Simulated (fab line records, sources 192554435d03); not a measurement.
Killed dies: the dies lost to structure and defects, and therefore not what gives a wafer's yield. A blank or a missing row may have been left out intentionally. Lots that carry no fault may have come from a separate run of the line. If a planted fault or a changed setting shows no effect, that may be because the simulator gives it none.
Matching of chambers    flow n5_finfet    rie_diel-06 running N5_BEOL_M5_DESCUM_16: 4 sister chambers
The step chemistry O2, time 7 s. 30 wafers are shown with their chamber, then 12 later ones without.

## WAFERS WITH THEIR CHAMBER
wafer   chamber  drypump_motor_current_A (A)  showerhead_plenum_p_Torr (Torr)  throttle_valve_pct (%)
L076.1  2        5.4                          2.23                             20.45
L076.2  3        5.9                          1.93                             20.07
L076.4  1        4.7                          2.07                             20.50
L075.1  1        4.7                          2.07                             20.52
L075.2  0        5.6                          2.12                             20.06
L075.3  3        5.9                          1.92                             20.07
L075.4  2        5.4                          2.23                             20.44
L075.5  1        4.7                          2.07                             20.49
L075.6  2        5.4                          2.23                             20.44
L080.1  3        5.9                          1.92                             20.08
L080.2  2        5.4                          2.23                             20.45
L080.4  1        4.7                          2.06                             20.52
L082.1  0        5.6                          2.11                             20.06
L082.2  3        5.9                          1.92                             20.09
L082.3  1        4.7                          2.06                             20.52
L082.4  2        5.4                          2.23                             20.46
L082.5  2        5.4                          2.23                             20.48
L082.6  3        5.9                          1.92                             20.11
L084.1  0        5.7                          2.11                             20.07
L084.2  3        5.9                          1.92                             20.09
L084.3  1        4.7                          2.06                             20.53
L084.4  2        5.4                          2.23                             20.47
L084.5  2        5.4                          2.23                             20.46
L084.6  3        5.9                          1.92                             20.12
L087.1  0        5.6                          2.11                             20.07
L087.4  0        5.7                          2.11                             20.08
L087.5  3        5.9                          1.92                             20.12
L088.1  2        5.4                          2.22                             20.50
L088.2  3        5.9                          1.92                             20.12
L088.3  0        5.7                          2.11                             20.08

SIGNATURES (averages over the wafers above)
reading                   chamber 0  chamber 1  chamber 2  chamber 3  scatter within a chamber
drypump_motor_current_A   5.650      4.700      5.400      5.900      0.024
showerhead_plenum_p_Torr  2.1117     2.0650     2.2289     1.9211     0.00398
throttle_valve_pct        20.0700    20.5133    20.4611    20.0967    0.0178
Rule: a wafer's distance from a chamber is the root of the sum, over the readings, of the square of ((its reading less the chamber's mean) divided by the reading's scatter). The wafer belongs to the nearest chamber; if the next one is less than 2 further off, it can't be placed. How the scatter is found: for the shown wafers, subtract from each reading the mean of its chamber, square and add these, divide the total by (wafers less chambers), then take the root.

## WAFERS WITHOUT THEIR CHAMBER
wafer   drypump_motor_current_A (A)  showerhead_plenum_p_Torr (Torr)  throttle_valve_pct (%)
L088.4  5.4                          2.22                             20.48
L088.5  5.9                          1.92                             20.12
L088.6  5.7                          2.11                             20.08
L091.2  5.9                          1.92                             20.12
L091.3  5.6                          2.11                             20.09
L091.5  5.9                          1.92                             20.11
L094.2  5.9                          1.91                             20.12
L094.4  4.7                          2.06                             20.10
L094.6  5.7                          2.11                             20.09
L097.2  5.6                          2.10                             20.12
L097.3  4.7                          2.06                             20.12
L097.4  5.4                          2.22                             20.50

## WHICH CHAMBER EACH ONE RAN IN
wafer   from the rows above  in truth
L088.4  2                    2
L088.5  3                    3
L088.6  0                    0
L091.2  3                    3
L091.3  0                    0
L091.5  3                    3
L094.2  3                    3
L094.4  1                    1
L094.6  0                    0
L097.2  0                    0
L097.3  1                    1
L097.4  2                    2
12 of 12 placed correctly. Number that these rows cannot place: 0. Number placed wrongly: 0.
